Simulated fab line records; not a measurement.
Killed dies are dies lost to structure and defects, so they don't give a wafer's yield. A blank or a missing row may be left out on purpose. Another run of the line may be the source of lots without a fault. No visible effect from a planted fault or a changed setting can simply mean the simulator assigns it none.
A lot that was struck, set against a sound lot	flow nandHarc	15 steps out of a route of 1302
Sound: wafers L684.1, L684.3, L684.4. Struck: wafer L689.6 (L689.2, L689.5, from the same lot, were not struck and are left out); the cause is given at the end.
For every step that has rows: the tool of each side, followed by ch and its chambers, followed by its first start. Under that, the readings that differ: sound wafers	struck wafers	difference of the means	sigmas: that difference in standard deviations of wafers without a fault.
alike: words and numbers the same on both sides, and readings whose means are apart by under 2 such deviations; not compared: readings that were withheld, readings missing a value for some wafer, numbers with overlapping values and no deviation given by the record, and bounds like >300 which may hide the same value.
The two part at a step that has a row with sigmas, a row that says differs or no value, or rows on one side only. Numbers that have no deviation but don't overlap get no sigmas and don't part them. Lack of a reading on every wafer of one side parts them only where that side has two or more wafers.

first, 7 steps without rows for these wafers: NHARC_A_BLC_COAT_03 (time 65 s); NHARC_A_BLC_COAT_04 (resist thk 90 nm); NHARC_A_BLC_SOFTBAKE_05 (time 55 s); NHARC_A_BLC_EBR_06; NHARC_A_BLC_EXPOSE_07 (exposes mask A BLC, target cd 100 nm); NHARC_A_BLC_PEB_08 (peb time 65 s); NHARC_A_BLC_DEVELOP_09 (develop time 35 s).
NHARC_A_BLC_CD_MEAS_10 targets a cd of 100 nm.
  sound on cdSem-03 ch 0, day 28 14:29; struck on cdSem-01 ch 0, day 30 08:32
  alike: cdNm
NHARC_A_BLC_OVL_MEAS_11:
  sound on overlay-02 at day 28 14:34; struck on overlay-01 at day 30 08:37
reading	sound	struck	difference	sigmas
overlayXNm (nm)	1.6 1.5 2.2	-0.4	-2.2	-3
  alike: overlayYNm
NHARC_A_BLC_INSPECT_12:
  sound on defectInspect-02 at day 28 14:37; struck on defectInspect-02 at day 30 08:40
  alike: rawDefectCount
NHARC_A_BLC_DESCUM_15: chemistry O2, time 3 s.
  sound on rieDiel-01 ch 0,1,2, day 28 14:41; struck on rieDiel-10 ch 1, day 30 08:44
  alike: drypumpMotorCurrentA, o2FlowSccm, oesProductAu, rfVppV, showerheadPlenumPTorr, throttleValvePct
  not compared: rfHoursCounterH
NHARC_A_BLC_ETCH_16: etches the open film in CF4, target depth 39 nm, time 65 s.
  sound on rieDiel-01 ch 1,2,3, day 28 14:46; struck on rieDiel-10 ch 2, day 30 08:49
  alike: drypumpMotorCurrentA, oesProductAu, rfFwdPowerW, rfVppV, runLengthS, showerheadPlenumPTorr, throttleValvePct
  not compared: rfHoursCounterH
NHARC_A_BLC_ETCH_17: etches the open film in N2/H2, target depth 390 nm, time 609.38 s.
  sound on rieDiel-01 ch 0,2,3, day 28 14:51; struck on rieDiel-10 ch 0, day 30 08:59
reading	sound	struck	difference	sigmas
runLengthS (s)	630.3 630.7 630.5	662.0	+31.5	+85
throttleValvePct (%)	14.175 14.188 14.167	14.154	-0.023	-3
  alike: drypumpMotorCurrentA, oesProductAu, rfFwdPowerW, rfVppV, showerheadPlenumPTorr
  not compared: rfHoursCounterH
NHARC_A_BLC_ETCH_18: etches the open film in C4F8/O2/Ar, target depth 910 nm.
  sound: rieDiel-01 ch 0,1,3; struck: rieDiel-10 ch 1
  alike: oesProductAu, rfFwdPowerW, rfVppV
  not compared: rfHoursCounterH
after that, 1 step had no rows for these wafers: NHARC_END_SORT_01.

WHERE THEY PART
Last at NHARC_A_BLC_ETCH_17 as far as this record goes, first at NHARC_A_BLC_OVL_MEAS_11. Later steps at which nothing parts them and some readings are alike: NHARC_A_BLC_ETCH_18.

WHY: whatever the simulator had introduced
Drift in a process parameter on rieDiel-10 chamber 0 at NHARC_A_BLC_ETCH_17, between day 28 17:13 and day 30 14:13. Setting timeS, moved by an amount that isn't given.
